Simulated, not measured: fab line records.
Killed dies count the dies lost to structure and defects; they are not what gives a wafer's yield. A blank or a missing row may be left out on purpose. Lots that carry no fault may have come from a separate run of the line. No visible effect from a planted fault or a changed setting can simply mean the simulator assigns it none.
fab line records	flow n5Finfet
record: lots: 10	wafers: 28	lastDay: 18
route steps=1938 shown FIN_SAQP@124 FIN_CUT@164 BEOL_M4@1111 PASSIVATION@1936
lots that met no fault: from a run of the same line without faults
startH: hours from the record's first day to the start of the lot's first wafer shown	waitH: how many hours have passed since the lot's step before this one	" unchanged from the row above	L1.1+2: a row that stands for several wafers	- either no value or no given start	* or withheld: withheld	< > ~ a bound
route shown NAME@n: names a module that has steps shown in the file, with the first one's number in the route	usual: mean/standard deviation of fault-free wafers	same: alike in all rows	chamber/n: place in a boat	sites: the reading at each site	_std_site: their standard deviation	_edge_site: mean of outer sites minus mean of inner sites	radiusMm: for every site, how far away it sits from the centre of the wafer	mask NAME#n: copy n	behind: tool/chamber where the wafer was last shaped	hold: reason for holding the lot/hours on hold/outcome of the hold	device: names the non-switching transistor (n, p or np)	end of line: the tests these same wafers got at the end of their route	where a step has no rows: the recipe by itself	killed: dies that structure and defects cost at the first sort, which is not the same as the wafer's yield	map: dies across one wafer; x = killed, . = not, _ = none there
set.NAME: the setting as run; set.NAME@STEP: as run at that earlier step	model.NAME: the simulator's own value behind a step, which no gauge read
steps of the route over a sample of lots; a table a step, a row a wafer
services: when a tool's chamber went out of use (startH, in hours from the record's first day, below 0 if earlier), for how many hours, and the reason
== steps ==
step: N5_FIN_SAQP_RECESS_75
recipe: chemistry: HF/NH3	target: SiO2	targetDepthA: 144	afsCycles: 3	tempC: 30	sublimationTempC: 180	sublimationTimeS: 60
usual: drypumpMotorCurrentA: 5.70/0.26
lot.wafer	tool	chamber	startH	waitH	drypumpMotorCurrentA
L362.1	vaporEtch-01	1	23.54	1.4	5.78
L362.5	"	1	"	"	5.77
L362.6	"	0	"	"	5.78
L363.2	vaporEtch-02	1	28.32	0.0	5.96
L363.5	"	1	"	"	5.97
L363.6	"	0	"	"	5.24
L364.4	vaporEtch-02	0	34.82	0.1	5.24
L364.5	"	0	"	"	5.24
L364.6	"	1	"	"	5.94
L366.4	vaporEtch-01	1	46.97	0.4	5.80
L366.5	"	1	"	"	5.82
L366.6	"	1	"	"	5.80
L369.2	vaporEtch-02	1	64.55	0.0	5.95
L369.3	"	0	"	"	5.24
L369.5	"	1	"	"	5.93
L373.1	vaporEtch-02	1	90.87	0.0	5.95
L373.4	"	1	"	"	5.95
L373.6	"	1	"	"	5.96
L377.3	vaporEtch-02	0	112.98	0.1	5.26
L377.4	"	1	"	"	5.95
L378.1	vaporEtch-02	1	118.52	0.0	5.93
L378.2	"	0	"	"	5.25
L378.6	"	0	"	"	5.26
L379.2	vaporEtch-02	1	124.08	0.0	5.97
L379.3	"	1	"	"	5.96
L379.4	"	0	"	"	5.25
L382.2	vaporEtch-01	1	142.68	0.0	5.80
L382.5	"	0	"	"	5.75
step: N5_FIN_SAQP_MANDREL2_REMOVE_60
recipe: chemistry: HBr/Cl2/O2	btTimeS: 10	target: a-Si	stopOn: SiNx	endpoint: OES-SiCl	overEtchFrac: 1	icpW: 600	biasW: 22	HBr_flow_sccm: 150	Cl2_flow_sccm: 80	O2_flow_sccm: 5	pressureMtorr: 10
usual: drypumpMotorCurrentA: 5.4/0.35	oesProductAu: 1.000/0.023	throttleValvePct: 36.9/0.48
lot.wafer	tool	chamber	startH	waitH	drypumpMotorCurrentA	oesProductAu	rfHoursCounterH	throttleValvePct
L362.1	rieSi-02	2	26.50	0.1	5.2	0.985	1	37.4
L362.5	"	1	"	"	5.3	1.005	-	37.0
L362.6	"	0	"	"	5.2	0.977	-	37.0
L363.2	rieSi-03	1	31.19	0.1	5.2	0.979	122	36.8
L363.5	"	2	"	"	5.0	0.993	-	37.7
L363.6	"	1	"	"	5.2	0.978	-	36.7
L364.4	rieSi-03	2	37.67	0.1	4.9	1.000	196	37.7
L364.5	"	3	"	"	5.5	1.000	-	37.1
L364.6	"	2	"	"	4.9	0.982	-	37.7
L366.4	rieSi-03	3	50.08	0.1	5.5	1.000	158	37.1
L366.5	"	0	"	"	5.6	1.046	-	36.1
L366.6	"	3	"	"	5.5	1.017	-	37.1
L369.2	rieSi-02	2	67.42	0.1	5.2	0.987	2	37.3
L369.3	"	1	"	"	5.3	1.002	123	36.9
L369.5	"	3	"	"	5.8	0.974	-	36.7
L373.1	rieSi-02	2	96.87	0.1	5.2	0.988	3	37.3
L373.4	"	3	"	"	5.8	0.969	154	36.7
L373.6	"	0	"	"	5.2	0.992	-	37.0
L377.3	rieSi-01	0	115.96	0.1	6.6	0.984	8	37.1
L377.4	"	3	"	"	5.3	0.974	5	36.4
L378.1	rieSi-03	0	121.27	0.1	5.5	1.051	61	36.1
L378.2	"	3	"	"	5.5	1.017	159	37.1
L378.6	"	3	"	"	5.5	1.023	-	37.1
L379.2	rieSi-03	1	127.78	0.1	5.2	0.990	124	36.8
L379.3	"	3	"	"	5.5	1.002	159	37.1
L379.4	"	1	"	"	5.2	0.975	-	36.8
L382.2	rieSi-02	0	147.07	0.1	5.1	0.986	26	37.0
L382.5	"	3	"	"	5.8	0.965	-	36.7
step: N5_FIN_SAQP_CD_MEAS_31
recipe: targetCdNm: 8	landingEnergyEv: 1000	detector: seInlens	polarity: line
usual: cdNm: 8.16/0.24
lot.wafer	tool	chamber	startH	waitH	cdNm
L362.1	cdSem-02	0	26.62	0.1	8.28
L362.5	"	0	"	"	7.80
L362.6	"	0	"	"	7.78
L363.2	cdSem-02	0	31.30	0.1	8.05
L363.5	"	0	"	"	8.03
L363.6	"	0	"	"	7.84
L364.4	cdSem-01	0	37.79	0.1	8.07
L364.5	"	0	"	"	7.90
L364.6	"	0	"	"	7.99
L366.4	cdSem-01	0	50.19	0.1	8.31
L366.5	"	0	"	"	8.56
L366.6	"	0	"	"	8.23
L369.2	cdSem-02	0	67.53	0.1	8.18
L369.3	"	0	"	"	8.11
L369.5	"	0	"	"	8.38
L373.1	cdSem-01	0	96.98	0.1	8.29
L373.4	"	0	"	"	8.51
L373.6	"	0	"	"	7.80
L377.3	cdSem-02	0	116.08	0.1	7.77
L377.4	"	0	"	"	8.18
L378.1	cdSem-01	0	121.38	0.1	8.34
L378.2	"	0	"	"	8.41
L378.6	"	0	"	"	8.23
L379.2	cdSem-02	0	127.89	0.1	8.04
L379.3	"	0	"	"	8.23
L379.4	"	0	"	"	8.11
L382.2	cdSem-01	0	147.19	0.1	8.47
L382.5	"	0	"	"	8.07
step: N5_FIN_SAQP_INSPECT_40
recipe: inspectInstrument: brightfield	mode: aei
usual: rawDefectCount: 241/82
lot.wafer	tool	chamber	startH	waitH	rawDefectCount
L362.1	defectInspect-01	-	27.20	0.0	323
L362.5	"	-	"	"	223
L362.6	"	-	"	"	279
L363.2	defectInspect-02	-	31.93	0.0	217
L363.5	"	-	"	"	216
L363.6	"	-	"	"	203
L364.4	defectInspect-01	-	38.41	0.0	229
L364.5	"	-	"	"	143
L364.6	"	-	"	"	203
L366.4	defectInspect-02	-	50.77	0.0	205
L366.5	"	-	"	"	219
L366.6	"	-	"	"	297
L369.2	defectInspect-01	-	68.12	0.0	194
L369.3	"	-	"	"	252
L369.5	"	-	"	"	175
L373.1	defectInspect-01	-	97.65	0.0	278
L373.4	"	-	"	"	310
L373.6	"	-	"	"	316
L377.3	defectInspect-01	-	116.66	0.0	259
L377.4	"	-	"	"	188
L378.1	defectInspect-01	-	121.98	0.0	1364
L378.2	"	-	"	"	1355
L378.6	"	-	"	"	1244
L379.2	defectInspect-01	-	128.51	0.0	1369
L379.3	"	-	"	"	1551
L379.4	"	-	"	"	1274
L382.2	defectInspect-02	-	147.77	0.0	163
L382.5	"	-	"	"	160
step: N5_FIN_CUT_OVL_MEAS_09
recipe: pointsPerWafer: 522
usual: FIN_CUT_OVL: 0.3/0.58
lot.wafer	tool	chamber	startH	waitH	FIN_CUT_OVL[nm]
L362.1	overlay-01	0	27.66	0.0	-0.1
L362.5	"	0	"	"	-0.1
L362.6	"	0	"	"	0.4
L363.2	overlay-01	0	32.39	0.0	-0.4
L363.5	"	0	"	"	0.6
L363.6	"	0	"	"	-0.1
L364.4	overlay-01	0	38.88	0.0	-0.1
L364.5	"	0	"	"	0.2
L364.6	"	0	"	"	0.0
L366.4	overlay-02	0	51.12	0.0	-0.1
L366.5	"	0	"	"	-0.6
L366.6	"	0	"	"	0.1
L369.2	overlay-01	0	68.58	0.0	-0.8
L369.3	"	0	"	"	-1.1
L369.5	"	0	"	"	0.6
L373.1	overlay-02	0	97.98	0.0	1.4
L373.4	"	0	"	"	0.6
L373.6	"	0	"	"	0.1
L377.3	overlay-01	0	117.13	0.0	1.2
L377.4	"	0	"	"	0.7
L378.1	overlay-02	0	122.31	0.0	-0.3
L378.2	"	0	"	"	-0.1
L378.6	"	0	"	"	0.6
L379.2	overlay-02	0	128.85	0.0	1.2
L379.3	"	0	"	"	0.3
L379.4	"	0	"	"	0.5
L382.2	overlay-01	0	148.11	0.0	0.6
L382.5	"	0	"	"	0.4
step: N5_FIN_CUT_INSPECT_10
recipe: mode: adi	inspectInstrument: brightfield
usual: rawDefectCount: 44/13
lot.wafer	tool	chamber	startH	waitH	rawDefectCount
L362.1	defectInspect-02	-	27.72	0.1	42
L362.5	"	-	"	"	42
L362.6	"	-	"	"	37
L363.2	defectInspect-02	-	32.44	0.0	38
L363.5	"	-	"	"	45
L363.6	"	-	"	"	47
L364.4	defectInspect-02	-	38.92	0.0	61
L364.5	"	-	"	"	36
L364.6	"	-	"	"	32
L366.4	defectInspect-02	-	51.16	0.0	39
L366.5	"	-	"	"	32
L366.6	"	-	"	"	48
L369.2	defectInspect-01	-	68.63	0.0	37
L369.3	"	-	"	"	42
L369.5	"	-	"	"	34
L373.1	defectInspect-01	-	98.04	0.1	40
L373.4	"	-	"	"	44
L373.6	"	-	"	"	47
L377.3	defectInspect-02	-	117.17	0.0	34
L377.4	"	-	"	"	37
L378.1	defectInspect-02	-	122.37	0.1	1199
L378.2	"	-	"	"	1210
L378.6	"	-	"	"	1094
L379.2	defectInspect-01	-	128.90	0.0	1171
L379.3	"	-	"	"	1208
L379.4	"	-	"	"	1141
L382.2	defectInspect-01	-	148.17	0.0	33
L382.5	"	-	"	"	35
step: N5_BEOL_M4_RC_MEAS_101
usual: DIBL_N: 36.5/2.2	DIBL_P: 36.9/2.9	IOFF_N: 0.17/0.044	IOFF_P: 0.22/0.052	ION_N: 671/16	ION_P: 461/10	SS_N: 71.6/0.73	SS_P: 73.5/0.79	VT_N: 250/4.1	VT_P: -250/4.1
lot.wafer	tool	chamber	startH	waitH	DIBL_N[mV/V]	DIBL_P[mV/V]	IOFF_N[nA/um]	IOFF_P[nA/um]	ION_N[uA/um]	ION_P[uA/um]	SS_N[mV/dec]	SS_P[mV/dec]	VT_N[mV]	VT_P[mV]
L362.1	prober-01	0	178.63	0.0	34.2	34.7	0.12	0.16	667	455	70.9	72.1	253	-255
L362.5	"	0	"	"	35.1	37.1	0.13	0.19	674	463	71.0	72.9	252	-254
L362.6	"	0	"	"	32.4	30.0	0.09	0.10	647	440	70.4	71.1	260	-262
L363.2	prober-02	0	196.53	0.2	35.9	36.2	0.15	0.21	666	459	70.7	73.0	249	-249
L363.5	"	0	"	"	36.7	36.3	0.15	0.20	656	453	71.3	73.7	250	-252
L363.6	"	0	"	"	35.2	36.0	0.14	0.21	664	461	71.9	73.2	253	-248
L364.4	prober-01	0	203.46	0.5	34.2	34.5	0.11	0.18	655	451	71.1	72.1	258	-254
L364.5	"	0	"	"	37.0	38.1	0.16	0.22	655	448	72.2	73.3	250	-252
L364.6	"	0	"	"	35.7	37.1	0.13	0.21	668	463	71.2	72.9	252	-251
L366.4	prober-02	0	209.55	0.5	35.4	33.8	0.14	0.16	645	443	71.9	72.2	251	-253
L366.5	"	0	"	"	36.6	36.8	0.15	0.21	653	449	72.1	73.5	252	-249
L366.6	"	0	"	"	31.5	31.6	0.09	0.14	640	446	70.9	71.8	257	-253
L369.2	prober-01	0	219.46	0.2	37.2	36.5	0.16	0.25	671	462	71.9	73.6	252	-246
L369.3	"	0	"	"	33.1	31.3	0.11	0.18	648	447	71.2	73.2	255	-248
L369.5	"	0	"	"	36.8	36.6	0.16	0.24	660	462	71.2	73.8	250	-247
L373.1	prober-01	0	260.88	0.0	33.4	32.6	0.11	0.14	661	448	70.1	73.1	256	-258
L373.4	"	0	"	"	38.8	38.4	0.19	0.21	669	446	72.4	73.8	251	-252
L373.6	"	0	"	"	36.5	35.0	0.14	0.17	657	454	71.5	72.4	254	-255
L378.1	prober-02	0	286.97	0.0	38.1	37.6	0.21	0.26	680	465	71.9	73.6	245	-246
L378.2	"	0	"	"	38.3	38.7	0.21	0.26	685	468	72.3	74.0	244	-249
L378.6	"	0	"	"	37.2	37.2	0.20	0.24	688	465	71.7	73.9	246	-249
L379.2	prober-02	0	290.77	0.2	34.6	35.2	0.13	0.19	662	461	71.6	72.9	252	-250
L379.3	"	0	"	"	38.4	41.1	0.23	0.30	700	477	71.5	74.3	240	-246
L379.4	"	0	"	"	37.3	39.9	0.18	0.30	656	459	71.9	74.1	248	-244
L377.3	prober-01	0	291.50	0.6	38.2	39.8	0.20	0.25	684	468	72.4	73.7	249	-249
L377.4	"	0	"	"	37.5	38.9	0.18	0.24	670	459	72.2	73.6	249	-251
L382.2	prober-02	0	315.73	0.2	35.1	34.2	0.16	0.24	682	478	71.1	72.9	251	-243
L382.5	"	0	"	"	40.6	41.2	0.31	0.38	707	487	72.5	74.8	241	-238
step: N5_PASSIVATION_PROBE_49
usual: defectLimitedYield: 91.3/1.4	killed_at_M0_to_M3: 36/10	killed_at_M4_up: 13/5.4	killedAtContacts: 12/5.3	killedAtFrontEnd: 39/10	killedAtOther: 3.2/2.7	killedDies: 103/16	killedOpen: 68/13	killedShort: 33/6.6	sort_bin_5_function: 5.1/0.92	sort_bin_6_memory: 3.3/0.68	sort_bin_8_speed: 0.1/0.41	sortNPass: 1077/17	sortYieldPct: 91.2/1.4
same: grossDies: 1180	killedAtBackSide: 0	sort_bin_4_leakage[%]: 0
lot.wafer	tool	chamber	startH	waitH	defectLimitedYield[%]	killed_at_M0_to_M3	killed_at_M4_up	killedAtContacts	killedAtFrontEnd	killedAtOther	killedDies	killedOpen	killedShort	sort_bin_5_function[%]	sort_bin_6_memory[%]	sort_bin_8_speed[%]	sortNPass	sortYieldPct[%]
L378.1	prober-02	-	395.68	0.4	85.6	26	15	12	115	2	170	58	34	7.3	3.8	0	1010	85.6
L378.2	prober-02	-	395.73	0.4	80.5	23	8	6	193	0	230	46	17	12.2	3.5	0	950	80.5
L378.6	prober-02	-	395.93	0.6	82.2	15	11	8	176	0	210	44	14	10.3	3.8	0	970	82.2
L379.2	prober-01	-	402.41	0.1	87.7	18	13	9	104	1	145	51	16	8.3	1.9	0	1035	87.7
L379.3	prober-01	-	402.46	0.1	84.7	32	1	22	122	3	180	71	35	8.6	3.8	0	1000	84.7
L379.4	prober-01	-	402.51	0.2	81.3	18	9	22	170	2	221	56	23	11.7	3.5	0	959	81.3
killed by level:class
L378.1 FIN_SAQP:unspecified=76 FIN_SAQP:geometricParticle:short=14 MOL_CONTACT_COAG:geometricParticle:open=10 BEOL_M4:geometricParticle:open=10 BEOL_M3:geometricParticle:open=9 BEOL_M1:geometricParticle:open=7 FIN_SAQP:geometricParticle:open=6 BEOL_M3:geometricParticle:short=4
L378.2 FIN_SAQP:unspecified=163 BEOL_M3:geometricParticle:open=10 MOL_CONTACT_COAG:geometricParticle:open=6 BEOL_M1:geometricParticle:open=6 ILD0:geometricParticle:short=5 FIN_SAQP:geometricParticle:open=4 DUMMY_GATE:geometricParticle:open=4 STI_FIN_REVEAL:geometricParticle:short=3
L378.6 FIN_SAQP:unspecified=150 BEOL_M1:geometricParticle:open=9 MOL_CONTACT_COAG:geometricParticle:open=8 FIN_SAQP:geometricParticle:short=4 DUMMY_GATE:geometricParticle:open=4 BEOL_M4:geometricParticle:open=4 BEOL_M8:geometricParticle:open=3 FIN_SAQP:geometricParticle:open=2
L379.2 FIN_SAQP:unspecified=77 STI_FIN_REVEAL:geometricParticle:open=10 BEOL_M4:geometricParticle:open=8 MOL_CONTACT_COAG:geometricParticle:open=6 ILD0:geometricParticle:open=4 BEOL_M0_SAQP:geometricParticle:short=4 BEOL_M0:geometricParticle:open=4 BEOL_M2:geometricParticle:open=4
L379.3 FIN_SAQP:unspecified=74 MOL_CONTACT_COAG:geometricParticle:open=17 FIN_SAQP:geometricParticle:short=10 BEOL_M1:geometricParticle:open=10 BEOL_M2:geometricParticle:open=10 STI_FIN_REVEAL:geometricParticle:open=9 FIN_SAQP:geometricParticle:open=7 GATE_CUT:geometricParticle:short=7
L379.4 FIN_SAQP:unspecified=142 MOL_CONTACT_COAG:geometricParticle:open=16 MOL_CONTACT_COAG:geometricParticle:short=6 FIN_SAQP:geometricParticle:open=5 STI_FIN_REVEAL:geometricParticle:open=5 DUMMY_GATE:geometricParticle:open=5 BEOL_M2:geometricParticle:open=5 BEOL_M4:geometricParticle:open=5
== services ==
tool	chamber	startH	hours	kind
rieSi-03	-	2.98	0.4	repair
rieSi-02	1	4.82	7.5	repair
vaporEtch-02	-	13.57	14.6	pm
vaporEtch-01	0	32.22	18.8	repair
vaporEtch-01	-	62.01	0.3	repair
rieSi-03	2	105.92	3.8	repair
rieSi-03	2	123.05	-	clean
rieSi-03	2	123.05	16.0	scheduledDown
rieSi-03	2	123.05	16.0	ventCycle
== key ==
firstSign: step: N5_FIN_SAQP_INSPECT_40	reading: rawDefectCount	direction: up	sigmas: 14	usual: 241	struck: 1360
effect: step: N5_FIN_CUT_INSPECT_10	reading: rawDefectCount	direction: up	sigmas: 89	usual: 44	struck: 1170
effect: step: N5_PASSIVATION_PROBE_49	reading: killedAtFrontEnd	direction: up	sigmas: 11	usual: 39	struck: 147
moreKillsBornAt: N5_FIN_SAQP_RECESS_75@vaporEtch-02: 682
metAt N5_FIN_SAQP_RECESS_75
struckLots L378,L379
notActingAt N5_FIN_SAQP_MANDREL2_REMOVE_60,N5_FIN_SAQP_CD_MEAS_31,N5_FIN_CUT_OVL_MEAS_09
onsetBetween 112.98 118.52
fault: kind: chamberParticleSource	tool: vaporEtch-02	chamber: -	onsetH: 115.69	steps: N5_FIN_SAQP_RECESS_75	ratePerVisitCm2: 1.7373	endH: 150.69
